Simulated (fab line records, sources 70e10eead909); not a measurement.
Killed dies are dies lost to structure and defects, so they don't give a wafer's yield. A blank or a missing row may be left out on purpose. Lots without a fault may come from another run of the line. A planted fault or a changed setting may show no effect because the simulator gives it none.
Chamber matching | flow nand_harc | NHARC_A_CONTACT_DESCUM_47 on rie_diel-08: 4 sister chambers
The step chemistry O2, time 3 s. 8 wafers are shown with their chamber, then 8 later ones without.

WAFERS WITH THEIR CHAMBER
wafer  | chamber | showerhead_plenum_p_Torr (Torr) | rf_vpp_V (V)
L079.1 | 3       | 1.79                            | 58.8
L079.6 | 1       | 1.77                            | 57.1
L083.1 | 0       | 1.83                            | 57.5
L083.5 | 2       | 2.07                            | 58.8
L085.1 | 1       | 2.07                            | 58.9
L085.2 | 0       | 1.83                            | 57.2
L085.5 | 3       | 1.78                            | 57.4
L090.1 | 2       | 2.07                            | 58.8

WAFERS WITHOUT THEIR CHAMBER
wafer  | showerhead_plenum_p_Torr (Torr) | rf_vpp_V (V)
L090.2 | 1.77                            | 58.0
L090.3 | 1.82                            | 57.7
L090.4 | 2.06                            | 58.6
L090.5 | 1.82                            | 58.1
L090.6 | 2.06                            | 59.4
L092.3 | 2.06                            | 58.1
L092.4 | 1.82                            | 58.8
L092.6 | 2.06                            | 58.8

WHICH CHAMBER EACH WENT THROUGH
wafer  | from the rows above               | in truth
L090.2 | can't be placed: 3 or 0 or 1      | 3
L090.3 | can't be placed: 0 or 3 or 1      | 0
L090.4 | can't be placed: 2 or 1           | 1
L090.5 | can't be placed: 3 or 0 or 1      | 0
L090.6 | can't be placed: 2 or 1           | 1
L092.3 | can't be placed: 2 or 1 or 0 or 3 | 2
L092.4 | can't be placed: 3 or 1 or 0 or 2 | 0
L092.6 | can't be placed: 2 or 1           | 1
Placed correctly: 0 of 8. Can't be placed from these rows: 8 (the true chamber is among the candidates in 8). Placed wrongly: 0.
How it was worked out, from the rows above alone: a wafer's distance from a chamber is the root of the sum, over the readings, of the square of ((its reading less the chamber's mean) divided by the reading's scatter). The wafer belongs to the nearest chamber; if the next one is less than 2 further off, it can't be placed. A chamber's mean is the mean of its shown wafers. The scatter: the root of (the sum of the squares of (reading less its chamber's mean) over the shown wafers, divided by (wafers less chambers)).
